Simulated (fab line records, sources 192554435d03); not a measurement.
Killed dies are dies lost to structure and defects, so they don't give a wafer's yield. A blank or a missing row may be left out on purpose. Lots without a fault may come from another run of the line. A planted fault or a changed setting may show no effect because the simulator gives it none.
fab line records | flow n5_finfet
record lots=9 wafers=27 last_day=19
route steps=1938 shown BEOL_M11@1578 BEOL_M12@1602
lots that met no fault: from a run of the same line without faults
start_h: hours from the record's first day to the start of the lot's first wafer shown | wait_h: hours since the lot's step before | " the same as in the row above | L1.1+2: a row that stands for several wafers | - no value, or no start given | * or withheld: withheld | < > ~ a bound
route shown NAME@n: a module of which the file shows steps, and the number in the route of the first | usual: mean/standard deviation of fault-free wafers | same: alike in all rows | chamber/n: place in a boat | sites: the reading at each site | _std_site: their standard deviation | _edge_site: outer sites' mean less inner sites' | radius_mm: how far each site lies from the wafer's centre | mask NAME#n: copy n | behind: the tool/chamber that last shaped the wafer | hold: why the lot was held/for how many hours/how that ended | device: the transistor (n, p or np) that didn't switch | end of line: the same wafers' tests at the end of the route | a step without rows: its recipe alone | killed: dies lost to structure and defects at the first sort, not the wafer's yield | map: a wafer's dies, x killed, . not, _ none there
set.NAME: the setting as run; set.NAME@STEP: as run at that earlier step | model.NAME: the simulator's own value behind a step, which no gauge read
steps of the route over a sample of lots; a table a step, a row a wafer
services: from which hour (start_h, from the record's first day; less than 0 if before it) a tool's chamber was out of use, for how many hours, and why
## steps
# step N5_BEOL_M11_TRENCH_ETCH_37
# recipe chemistry=C4F6/O2 target_depth_a=1488.3 target=SiCOH_lowk time_s=48 ion_energy_ev=250 pressure_mtorr=30 source_w=345 bias_w=185 Ar_flow_sccm=300 C4F6_flow_sccm=10 O2_flow_sccm=10
# usual drypump_motor_current_A=5.5/0.32 oes_product_au=0.80/0.086 rf_vpp_V=668/6.1 showerhead_plenum_p_Torr=2.85/0.094 throttle_valve_pct=20.82/0.23
# columns lot.wafer tool chamber start_h wait_h drypump_motor_current_A oes_product_au rf_hours_counter_h rf_vpp_V showerhead_plenum_p_Torr throttle_valve_pct
L544.1 rie_diel-01 3 - - 5.7 0.75 150 662 2.75 20.71
L544.4 " 0 " " 5.1 0.82 90 670 2.87 21.12
L544.5 " 3 " " 5.7 0.75 - 662 2.75 20.71
L545.1 rie_diel-03 2 - - 5.3 0.72 190 671 2.84 21.51
L545.5 " 0 " " 5.6 0.71 - 648 2.81 20.83
L545.6 " 1 " " 5.2 0.76 - 660 2.63 20.73
L547.2 rie_diel-03 2 - - 5.3 0.72 199 672 2.84 21.54
L547.5 " 1 " " 5.2 0.75 - 660 2.63 20.75
L547.6 " 2 " " 5.3 0.72 - 671 2.84 21.53
L551.1 rie_diel-06 2 - - 5.9 0.77 133 673 2.96 20.63
L551.2 " 0 " " 5.4 0.84 86 672 2.87 20.64
L551.6 " 2 " " 6.0 0.76 - 673 2.96 20.61
L550.1 rie_diel-06 2 - - 6.0 0.76 136 672 2.96 20.63
L550.3 " 0 " " 5.4 0.84 89 673 2.87 20.64
L550.6 " 2 " " 6.0 0.76 - 673 2.96 20.65
L555.1 rie_diel-03 0 - - 5.6 0.70 244 649 2.81 20.84
L555.4 " 2 " " 5.3 0.71 209 673 2.83 21.54
L555.5 " 3 " " 5.7 0.95 - 666 2.79 20.85
L561.1 rie_diel-06 3 - - 5.1 0.94 9 666 3.02 20.59
L561.3 " 2 " " 5.9 0.74 158 673 2.95 20.65
L561.5 " 3 " " 5.1 0.94 - 665 3.02 20.58
L564.2 rie_diel-06 0 - - 5.5 0.81 113 672 2.86 20.68
L564.5 " 1 " " 6.0 0.82 - 665 2.88 20.74
L564.6 " 0 " " 5.5 0.80 - 672 2.86 20.68
L566.2 rie_diel-03 2 - - 5.3 0.69 239 671 2.82 21.58
L566.4 " 3 " " 5.7 0.87 39 667 2.78 20.91
L566.6 " 2 " " 5.3 0.68 - 671 2.82 21.59
# step N5_BEOL_M11_STRIP_77
# recipe chemistry=N2/H2 time_s=10 power_w=450 temp_c=40 pressure_mtorr=20 rf_frequency_hz=6e+07 bias_power_w=7 n2_flow_sccm=200 h2_flow_sccm=200
# usual drypump_motor_current_A=5.5/0.33 oes_product_au=0.80/0.09 rf_vpp_V=59.3/0.87 showerhead_plenum_p_Torr=2.54/0.095 throttle_valve_pct=23.62/0.24
# columns lot.wafer tool chamber start_h wait_h drypump_motor_current_A oes_product_au rf_hours_counter_h rf_vpp_V showerhead_plenum_p_Torr throttle_valve_pct
L544.1 rie_diel-01 3 - - 5.7 0.74 150 59.6 2.45 23.61
L544.4 " 0 " " 5.1 0.81 90 59.5 2.56 23.73
L544.5 " 3 " " 5.7 0.75 - 58.9 2.45 23.62
L545.1 rie_diel-03 2 - - 5.3 0.72 190 58.1 2.52 24.19
L545.5 " 0 " " 5.6 0.70 - 58.0 2.50 23.18
L545.6 " 1 " " 5.2 0.76 - 57.5 2.32 23.21
L547.2 rie_diel-03 2 - - 5.3 0.71 199 58.3 2.52 24.20
L547.5 " 1 " " 5.2 0.75 - 59.2 2.32 23.23
L547.6 " 2 " " 5.3 0.71 - 58.1 2.52 24.20
L551.1 rie_diel-06 2 - - 5.9 0.76 133 60.3 2.66 23.78
L551.2 " 0 " " 5.5 0.84 86 60.6 2.56 23.28
L551.6 " 2 " " 5.9 0.76 - 58.7 2.66 23.80
L550.1 rie_diel-06 2 - - 6.0 0.76 136 60.6 2.66 23.78
L550.3 " 0 " " 5.5 0.83 89 58.5 2.56 23.29
L550.6 " 2 " " 6.0 0.77 - 58.1 2.66 23.79
L555.1 rie_diel-03 0 - - 5.6 0.69 244 59.2 2.49 23.22
L555.4 " 2 " " 5.3 0.70 209 59.7 2.51 24.22
L555.5 " 3 " " 5.7 0.95 - 60.5 2.50 23.71
L561.1 rie_diel-06 3 - - 5.1 0.95 9 61.3 2.71 23.51
L561.3 " 2 " " 6.0 0.73 158 59.1 2.65 23.80
L561.5 " 3 " " 5.1 0.94 - 59.8 2.71 23.51
L564.2 rie_diel-06 0 - - 5.4 0.81 113 59.2 2.55 23.32
L564.5 " 1 " " 6.0 0.82 - 58.8 2.56 23.65
L564.6 " 0 " " 5.5 0.82 - 61.0 2.55 23.32
L566.2 rie_diel-03 2 - - 5.3 0.68 239 58.3 2.50 24.26
L566.4 " 3 " " 5.7 0.87 39 59.4 2.48 23.75
L566.6 " 2 " " 5.3 0.69 - 59.8 2.50 24.25
# step N5_BEOL_M11_DEP_56
# recipe material=SiCN target_thk_a=300 temp_c=withheld precursor=3MS/NH3 pressure_torr=3 rf_w=675 time_s=10.5
# usual chamber_pressure_Torr=3.000/0.0064 showerhead_plenum_p_Torr=4.164/0.016 showerhead_vpp_V=1603/110 throttle_valve_pct=18.5/1.3
# columns lot.wafer tool chamber start_h wait_h chamber_pressure_Torr showerhead_plenum_p_Torr showerhead_vpp_V throttle_valve_pct
L544.1 pecvd-03 0 253.86 0.0 3.005 4.151 1649 17.3
L544.4 " 1 " " 2.997 4.171 1847 20.7
L544.5 " 2 " " 2.996 4.141 1494 16.7
L545.1 pecvd-04 0 262.48 0.0 3.008 4.162 1532 17.7
L545.5 " 0 " " 3.012 4.146 1551 17.1
L545.6 " 1 " " 2.998 4.212 1740 18.7
L547.2 pecvd-04 0 289.37 0.0 3.007 4.140 1555 17.6
L547.5 " 1 " " 3.006 4.209 1698 19.2
L547.6 " 0 " " 2.999 4.146 1572 17.6
L551.1 pecvd-01 1 302.67 0.0 3.002 4.168 1669 19.4
L551.2 " 0 " " 2.999 4.159 1542 17.4
L551.6 " 0 " " 3.007 4.156 1521 17.5
L550.1 pecvd-03 0 310.20 0.0 2.996 4.152 1677 17.1
L550.3 " 1 " " 3.000 4.175 1848 21.1
L550.6 " 1 " " 2.994 4.181 1822 20.8
L555.1 pecvd-03 1 321.59 0.0 2.998 4.176 1843 21.0
L555.4 " 1 " " 2.987 4.172 1849 20.8
L555.5 " 0 " " 2.996 4.160 1662 17.1
L561.1 pecvd-01 1 377.23 0.0 2.991 4.168 1635 19.6
L561.3 " 2 " " 3.001 4.160 1493 19.6
L561.5 " 1 " " 3.009 4.161 1651 19.6
L564.2 pecvd-03 0 380.54 0.0 2.992 4.162 1673 17.3
L564.5 " 1 " " 2.997 4.177 1820 21.0
L564.6 " 0 " " 2.998 4.173 1656 16.9
L566.2 pecvd-03 2 409.56 0.0 2.992 4.159 1494 17.4
L566.4 " 1 " " 3.010 4.183 1868 21.1
L566.6 " 0 " " 3.005 4.171 1657 17.1
# step N5_BEOL_M12_ILD_DEP_00
# recipe material=SiOC target_thk_a=6589.2 temp_c=350 precursor=DEMS/O2 pressure_torr=5 rf_w=500 time_s=130.7
# usual chamber_pressure_Torr=5.000/0.01 heater_power_outer_w=234/45 heater_power_w=440/73 run_length_s=176.0/0.51 showerhead_plenum_p_Torr=5.699/0.017 showerhead_vpp_V=1360/65 throttle_valve_pct=12.1/0.75
# columns lot.wafer tool chamber start_h wait_h chamber_pressure_Torr heater_power_outer_w heater_power_w run_length_s showerhead_plenum_p_Torr showerhead_vpp_V throttle_valve_pct
L544.1 pecvd-04 0 253.98 0.0 4.984 282 523 176.6 5.709 1314 11.7
L544.4 " 2 " " 5.015 213 374 175.7 5.689 1286 11.9
L544.5 " 1 " " 4.995 206 422 175.6 5.730 1466 12.5
L545.1 pecvd-01 2 262.60 0.0 5.003 164 338 176.1 5.695 1289 12.8
L545.5 " 1 " " 5.005 173 361 177.2 5.697 1430 13.0
L545.6 " 2 " " 4.989 183 364 176.9 5.711 1318 12.5
L547.2 pecvd-04 0 289.50 0.0 4.987 258 502 177.0 5.686 1339 11.2
L547.5 " 0 " " 4.995 276 517 176.9 5.684 1349 11.7
L547.6 " 2 " " 5.013 227 387 175.9 5.695 1280 12.0
L551.1 pecvd-02 2 302.81 0.0 4.989 288 554 175.7 5.721 1313 11.0
L551.2 " 1 " " 5.013 249 440 176.4 5.673 1361 13.3
L551.6 " 1 " " 5.022 270 477 175.9 5.693 1363 13.4
L550.1 pecvd-01 2 310.32 0.0 5.005 165 339 175.9 5.698 1313 12.8
L550.3 " 1 " " 5.013 200 392 176.1 5.691 1425 12.8
L550.6 " 0 " " 4.994 190 372 175.0 5.681 1311 11.4
L555.1 pecvd-01 2 321.72 0.0 4.985 162 332 176.1 5.692 1317 13.0
L555.4 " 1 " " 5.013 175 350 176.1 5.711 1426 12.6
L555.5 " 2 " " 4.992 178 363 176.1 5.697 1330 13.0
L561.1 pecvd-04 2 377.36 0.0 4.996 249 416 175.5 5.673 1300 12.0
L561.3 " 1 " " 4.991 291 527 197.3 5.726 1482 12.4
L561.5 " 1 " " 4.998 207 426 197.3 5.724 1469 12.6
L564.2 pecvd-01 0 380.66 0.0 5.009 171 348 175.0 5.701 1307 11.3
L564.5 " 2 " " 4.986 199 373 176.7 5.699 1314 12.8
L564.6 " 1 " " 4.999 172 357 176.3 5.699 1416 12.9
L566.2 pecvd-02 0 409.68 0.0 4.996 189 369 175.5 5.688 1399 12.1
L566.4 " 1 " " 4.981 228 413 176.0 5.693 1386 13.7
L566.6 " 0 " " 5.005 209 402 175.7 5.675 1400 12.1
# step N5_BEOL_M12_THK_MEAS_01
# recipe reads=SiOC_of_BEOL_M12_ILD_DEP_00
# usual M12_ILD_THK=658/8.2
# columns lot.wafer tool chamber start_h wait_h M12_ILD_THK[nm]
L544.1 film_metro-02 - 254.11 0.1 651
L544.4 " - " " 666
L544.5 " - " " 668
L545.1 film_metro-02 - 262.73 0.1 650
L545.5 " - " " 660
L545.6 " - " " 665
L547.2 film_metro-01 - 289.63 0.1 660
L547.5 " - " " 675
L547.6 " - " " 669
L551.1 film_metro-02 - 302.94 0.1 652
L551.2 " - " " 648
L551.6 " - " " 663
L550.1 film_metro-02 - 310.45 0.1 647
L550.3 " - " " 645
L550.6 " - " " 652
L555.1 film_metro-01 - 321.85 0.1 642
L555.4 " - " " 657
L555.5 " - " " 653
L561.1 film_metro-01 - 377.49 0.1 657
L561.3 " - " " 758
L561.5 " - " " 772
L564.2 film_metro-02 - 380.79 0.1 648
L564.5 " - " " 661
L564.6 " - " " 658
L566.2 film_metro-02 - 409.81 0.1 659
L566.4 " - " " 667
L566.6 " - " " 665
# step N5_BEOL_M12_STRIP_63
# recipe chemistry=N2/H2 power_w=1000 temp_c=250 h2_frac=0.65 overash_fraction=0.3 pressure_mtorr=1000 n2_flow_sccm=1750 h2_flow_sccm=3250
# usual drypump_motor_current_A=5.34/0.28 heater_power_w=349/17 oes_product_au=0.694/0.0044 strip_time_to_endpoint_s=42.7/0.81
# columns lot.wafer tool chamber start_h wait_h drypump_motor_current_A heater_power_w oes_product_au rf_hours_counter_h strip_time_to_endpoint_s
L544.1 plasma_asher-01 0 254.98 - 5.01 330 0.698 122 43.4
L544.4 " 0 " " 4.99 332 0.702 - 42.7
L544.5 " 1 " " 5.62 360 0.694 - 41.9
L545.1 plasma_asher-02 0 263.76 - 5.21 335 0.694 70 43.0
L545.5 " 1 " " 5.50 358 0.699 - 42.8
L545.6 " 0 " " 5.19 343 0.693 - 42.3
L547.2 plasma_asher-02 1 290.30 - 5.50 362 0.688 75 42.5
L547.5 " 0 " " 5.22 327 0.692 - 41.2
L547.6 " 1 " " 5.52 357 0.687 - 42.0
L551.1 plasma_asher-01 1 303.76 - 5.66 364 0.696 132 43.3
L551.2 " 0 " " 5.01 330 0.694 132 44.0
L551.6 " 1 " " 5.64 369 0.688 - 42.5
L550.1 plasma_asher-01 0 311.13 - 4.99 327 0.696 134 43.5
L550.3 " 1 " " 5.65 379 0.689 - 43.6
L550.6 " 1 " " 5.66 368 0.696 - 43.1
L555.1 plasma_asher-01 0 322.79 - 5.02 335 0.698 136 43.7
L555.4 " 1 " " 5.63 362 0.690 - 42.2
L555.5 " 0 " " 4.98 322 0.691 - 43.0
L561.1 plasma_asher-02 1 378.20 - 5.52 366 0.692 91 42.3
L561.3 " 0 " " 5.25 337 0.690 - 34.0
L561.5 " 0 " " 5.23 341 0.685 - 33.3
L564.2 plasma_asher-01 0 381.47 - 5.03 327 0.691 148 43.7
L564.5 " 0 " " 5.01 329 0.692 - 42.5
L564.6 " 1 " " 5.63 368 0.693 - 42.2
L566.2 plasma_asher-01 0 410.49 - 4.99 329 0.699 154 42.8
L566.4 " 1 " " 5.65 367 0.693 - 41.9
L566.6 " 1 " " 5.65 368 0.695 - 42.1
## services
# columns tool chamber start_h hours kind
rie_diel-03 2 241.27 5.7 repair
rie_diel-03 3 244.60 9.1 repair
rie_diel-06 2 269.26 3.9 repair
pecvd-01 - 273.03 1.2 repair
rie_diel-03 3 274.20 - clean
rie_diel-03 3 274.20 - consumable_replace:focus_ring
rie_diel-03 3 274.20 15.2 scheduled_down
rie_diel-03 3 274.20 15.2 vent_cycle
rie_diel-01 0 275.92 17.7 repair
pecvd-03 0 279.12 5.2 repair
pecvd-01 - 288.17 2.8 pm
plasma_asher-02 - 293.29 0.9 repair
pecvd-03 - 297.02 5.5 pm
rie_diel-06 3 313.37 - clean
rie_diel-06 3 313.37 - consumable_replace:esc
rie_diel-06 3 313.37 - consumable_replace:focus_ring
pecvd-02 1 333.33 8.4 repair
rie_diel-03 - 339.99 0.7 repair
pecvd-04 0 344.39 3.6 repair
rie_diel-06 0 356.11 2.4 repair
rie_diel-01 0 358.70 5.0 repair
rie_diel-03 0 364.52 16.1 repair
rie_diel-01 0 367.00 3.0 repair
rie_diel-06 2 374.77 20.6 repair
## key
first_sign step=N5_BEOL_M12_ILD_DEP_00 reading=run_length_s direction=up sigmas=42 usual=* struck=*
effect step=N5_BEOL_M12_THK_MEAS_01 reading=M12_ILD_THK direction=up sigmas=13 usual=658 struck=765
effect step=N5_BEOL_M12_STRIP_63 reading=strip_time_to_endpoint_s direction=down sigmas=11 usual=* struck=*
met_at N5_BEOL_M12_ILD_DEP_00
struck_lots L561
struck_wafers L561.3,L561.5
not_acting_at N5_BEOL_M11_TRENCH_ETCH_37,N5_BEOL_M11_STRIP_77,N5_BEOL_M11_DEP_56
onset_between 253.98 377.36
fault kind=process_parameter_drift tool=pecvd-04 chamber=1 onset_h=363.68 steps=N5_BEOL_M12_ILD_DEP_00 channel=time_s offset=* shape=step end_h=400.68 acts_in=* stated=*
